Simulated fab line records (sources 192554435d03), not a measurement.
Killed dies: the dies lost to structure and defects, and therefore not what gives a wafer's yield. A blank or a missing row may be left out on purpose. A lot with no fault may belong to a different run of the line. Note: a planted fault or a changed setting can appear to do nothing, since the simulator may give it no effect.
Split-lot study    flow n5_finfet    on a route of 1938 steps: 7 lots, 21 wafers read

THE SPLIT
At N5_MOL_CONTACT_COAG_ALD_27 (deposits SiOC, target thk 17 nm, pulse time 1.5 s, time 2720 s), the setting ald_cycles was moved away from the recipe's 340 on 5 of the 21 wafers read, by -9.7% to +13.5%. For the rest of the wafers, this setting stayed at what the recipe calls for.

The reading comes from the split's own step.

THE READING
SiOC_of_MOL_CONTACT_COAG_ALD_27.thk_nm (the simulator's own value, which no gauge read), in nm, at N5_MOL_CONTACT_COAG_ALD_27 (deposits SiOC, target thk 17 nm, pulse time 1.5 s, time 2720 s). The file does not state a usual value for it. Average 17.0 nm, standard deviation 0.086 nm, over the 16 wafers here run with the recipe.

wafer   tool, chamber at the split  ald_cycles as run  against the recipe  SiOC_of_MOL_CONTACT_COAG_ALD_27.thk_nm, nm  against lot-mates on the recipe
L077.1  ald_sin-02, 3,0             386                +13.5%              19.4                                        +2.4
L077.4  ald_sin-02, 3,0             386                +13.5%              19.4                                        +2.4
L077.3  ald_sin-02, 1               340                recipe              17                                          -
L081.3  ald_sin-03, 2               340                recipe              17                                          -
L081.5  ald_sin-03, 0,1             340                recipe              17.2                                        -
L081.6  ald_sin-03, 0,1             340                recipe              17.2                                        -
L088.1  ald_sin-01, 1               340                recipe              16.8                                        -
L088.3  ald_sin-01, 0               307                -9.7%               15.2                                        -1.7
L088.5  ald_sin-01, 3               340                recipe              17                                          -
L090.1  ald_sin-03, 3,0,1           340                recipe              17                                          -
L090.4  ald_sin-03, 3,0,1           340                recipe              17                                          -
L090.5  ald_sin-03, 3,0,1           340                recipe              17                                          -
L091.3  ald_sin-03, 2,0,0           340                recipe              17                                          -
L091.4  ald_sin-03, 2,0,0           340                recipe              17                                          -
L091.6  ald_sin-03, 2,0,0           340                recipe              17                                          -
L095.3  ald_sin-02, 2,0,1           340                recipe              17                                          -
L095.4  ald_sin-02, 2,0,1           340                recipe              17                                          -
L095.6  ald_sin-02, 2,0,1           340                recipe              17                                          -
L096.1  ald_sin-01, 3               340                recipe              17                                          -
L096.4  ald_sin-01, 2,0             361                +6.2%               18                                          +1.0
L096.5  ald_sin-01, 2,0             361                +6.2%               18                                          +1.0
When a row names more than one chamber, that row covers several wafers, and the file does not tell which wafer ran in which chamber.

FIT RESULTS
A straight line over all 21 wafers: SiOC_of_MOL_CONTACT_COAG_ALD_27.thk_nm changes by +0.177 nm for each +1% of ald_cycles; r = +1.00; the points scatter about the line by 0.087 nm.
The same after taking each lot's own level away (the mean of its wafers on the recipe; 21 wafers): +0.175 nm for each +1%; r = +1.00; scatter 0.057 nm.
That fit puts the effect of the largest move of ald_cycles on the reading at 2.4 nm.
Measured against the standard deviation above, the lots' own levels, which go from 16.90 to 17.13 nm, span 2.7 times it.
So the lot-to-lot level changes the slope little: the two slopes agree.
Check: +2.34 nm against its lot-mates is what the line predicts for one of the wafers moved furthest among these (+13.5%) when that wafer is left out of the fit. Against them it came out at +2.4 nm.

FURTHER SPLITS ON THESE WAFERS
Before the reading, these wafers also passed through other splits. Each is held against what the fit with the lots' levels taken away leaves over:
other split on the same wafers    wafers away from the commonest value  r with SiOC_of_MOL_CONTACT_COAG_ALD_27.thk_nm (lot level and that fit taken away)
N5_SD_ACTIVATION_LSA_01 temp_c    5                                     -0.20
N5_HKMG_FIN_HK_ALD_01 ald_cycles  5                                     +0.31
N5_HKMG_FIN_ALD_36 ald_cycles     8                                     +0.26
N5_GATE_CUT_COAT_34 spin_rpm      4                                     +0.09

FILE'S OWN FIT
SiOC_of_MOL_CONTACT_COAG_ALD_27.thk_nm changes by +0.175 nm for each +1% of ald_cycles, r = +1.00.
